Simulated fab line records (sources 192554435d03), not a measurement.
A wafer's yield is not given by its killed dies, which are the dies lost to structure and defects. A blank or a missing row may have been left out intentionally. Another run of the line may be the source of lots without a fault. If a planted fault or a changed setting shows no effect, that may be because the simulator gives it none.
A single fault, viewed from 3 desks ; flow n5 finfet ; only its own numbers are on each desk; what lay behind them is given at the end

## THE DEFECT DESK
Lot by lot, what the route's inspections counted, given as the mean of those sampled wafers with a number. Any lot whose mean is over 4 standard deviations away from the usual mean is out of limits and marked OUT; that distance is given in the brackets.
Columns: A = raw defect count at N5_BEOL_M11_INSPECT_58, usual 75; B = raw defect count at N5_BEOL_M12_INSPECT_12, usual 2.1
lot;first seen here;A;B
L939;day 10 17:35;70;1.0
L937;day 10 20:46;61;3.7
L938;day 11 07:56;74;1.3
L941;day 11 12:50;110;2.0
L942;day 11 21:22;103;2.0
L944;day 12 14:00;66;3.0
L948;day 13 10:43;50;3.0
L949;day 14 03:35;80;1.0
L957;day 15 11:08;64;1.0
L958;day 16 01:50;48;1.7
L960;day 16 19:55;74;1.3
Result from this desk: across the 11 lots, nothing is out of limits.

## AT THE METROLOGY DESK
What the gauges read for every lot (on any tool): the sampled wafers with a number, averaged. Any lot whose mean is over 4 standard deviations away from the usual mean is out of limits and marked OUT; that distance is given in the brackets.
Columns: A = cd nm at N5_BEOL_M12_CD_MEAS_10, usual 139.3 nm
lot;first seen here;A
L939;day 10 18:07;136.8
L937;day 10 21:17;139.5
L938;day 11 08:32;139.3
L941;day 11 13:26;138.8
L942;day 11 21:58;139.7
L944;day 12 14:31;139.9
L948;day 13 11:18;140.1
L949;day 14 04:11;140.4
L957;day 15 11:36;138.8
L958;day 16 02:19;139.7
L960;day 16 20:24;139.8
Result from this desk: across the 11 lots, nothing is out of limits.

## FOR THE TOOL OWNER'S DESK: litho track-05
The tool's own readings at N5_BEOL_M12_COAT_58 (time 60 s, resist thk 89 nm): means of the sampled wafers that have a number, for each lot that ran on this tool. Any lot whose mean is over 4 standard deviations away from the usual mean is out of limits and marked OUT; that distance is given in the brackets.
Columns: A = dispense pressure kPa at N5_BEOL_M12_COAT_58, usual 52.2 kPa; B = exhaust pa at N5_BEOL_M12_COAT_58, usual 45.0 Pa; C = spin speed rpm at N5_BEOL_M12_COAT_58, usual 1499.9 rpm
lot;first seen here;A;B;C
L938;day 11 08:08;53.2;45.7;1499.6
L941;day 11 13:02;53.2;45.4;1499.4
L942;day 11 21:34;53.2;44.7;1501.1
L948;day 13 10:55;53.2;43.9;1460.4 (-36) OUT
L949;day 14 03:47;53.2;44.8;1461.4 (-35) OUT
This desk's finding: out of limits on L948, L949; first on L948, day 13 10:55 (spin speed rpm at N5_BEOL_M12_COAT_58). L938, L941, L942 stayed within limits.

## ALL TOGETHER
The tool owner's desk had the chance to raise an alarm at day 13 10:55 on L948, L949.
Nothing out of limits was seen by the defect desk.
Metrology desk: nothing out of limits seen.
The defect desk has L948, L949 on record, within its limits.
The metrology desk has L948, L949 on record, within its limits.
Of the lots named, all ran N5_BEOL_M12_COAT_58 on litho track-05.

## WHAT HAD BEEN PUT IN BY THE SIMULATOR
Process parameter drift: litho track-05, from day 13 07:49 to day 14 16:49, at N5_BEOL_M12_COAT_58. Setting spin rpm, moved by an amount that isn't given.
Struck lots among those shown: L948, L949.
Hours from the fault's start to each desk's first reading out of limits: the tool owner's desk, 3.
